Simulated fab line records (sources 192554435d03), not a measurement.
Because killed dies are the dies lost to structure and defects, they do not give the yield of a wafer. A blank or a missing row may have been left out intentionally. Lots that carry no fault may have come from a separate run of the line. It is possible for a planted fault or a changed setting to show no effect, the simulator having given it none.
Matching of chambers + flow n5-finfet + N5_BEOL_M6_CURE_75 on uv-cure-02: 3 sister chambers
The step cures SiCOH lowk, time 120 s. 16 wafers are shown with their chamber, then 8 later ones without.

## EACH WAFER AND ITS CHAMBER
| wafer  | chamber | wafer_temp_C_max | lamp-power-pct (%) |
|--------|---------|------------------|--------------------|
| L676.2 | 1       | 371.7            | 52.28              |
| L676.5 | 1       | 371.8            | 52.43              |
| L676.6 | 1       | 371.9            | 52.27              |
| L679.2 | 1       | 371.1            | 52.23              |
| L679.5 | 1       | 372.1            | 52.33              |
| L679.6 | 1       | 372.0            | 52.24              |
| L682.3 | 2       | 372.3            | 52.35              |
| L682.5 | 2       | 371.7            | 52.33              |
| L682.6 | 2       | 371.8            | 52.25              |
| L684.2 | 2       | 372.4            | 52.38              |
| L684.3 | 2       | 371.8            | 52.38              |
| L684.4 | 2       | 372.2            | 52.30              |
| L686.1 | 0       | 371.5            | 52.28              |
| L686.3 | 0       | 371.8            | 52.39              |
| L686.6 | 0       | 371.4            | 52.38              |
| L691.1 | 2       | 372.3            | 52.37              |

SIGNATURES (averages over the wafers above)
| reading          | chamber 0 | chamber 1 | chamber 2 | scatter within a chamber |
|------------------|-----------|-----------|-----------|--------------------------|
| wafer_temp_C_max | 371.567   | 371.767   | 372.071   | 0.308                    |
| lamp-power-pct   | 52.3500   | 52.2967   | 52.3371   | 0.0613                   |
Rule: a wafer's distance from a chamber is the root of the sum, over the readings, of the square of ((its reading less the chamber's mean) divided by the reading's scatter). If the next closest chamber is less than 2 further off than the closest, the wafer can't be placed; otherwise it belongs to the closest. The scatter: take each reading less its chamber's mean, square it, sum over the shown wafers, divide by the number of wafers less the number of chambers, and take the root.

## WAFERS WHOSE CHAMBER IS MISSING
| wafer  | wafer_temp_C_max | lamp-power-pct (%) |
|--------|------------------|--------------------|
| L691.4 | 372.2            | 52.33              |
| L691.6 | 372.2            | 52.32              |
| L692.1 | 372.4            | 52.44              |
| L692.2 | 371.9            | 52.31              |
| L692.4 | 372.1            | 52.23              |
| L696.2 | 371.8            | 52.31              |
| L696.3 | 371.9            | 52.33              |
| L696.5 | 372.0            | 52.25              |

## WHICH CHAMBER EACH ONE RAN IN
| wafer  | from the rows above          | in truth |
|--------|------------------------------|----------|
| L691.4 | can't be placed: 2 or 1 or 0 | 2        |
| L691.6 | can't be placed: 2 or 1 or 0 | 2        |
| L692.1 | can't be placed: 2 or 0 or 1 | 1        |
| L692.2 | can't be placed: 1 or 2 or 0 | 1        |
| L692.4 | can't be placed: 1 or 2 or 0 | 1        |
| L696.2 | can't be placed: 1 or 2 or 0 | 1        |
| L696.3 | can't be placed: 2 or 1 or 0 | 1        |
| L696.5 | can't be placed: 1 or 2 or 0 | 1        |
0 of 8 placed correctly. From these rows, 8 cannot be placed; in 8 the true chamber is one of the candidates. 0 placed wrongly.
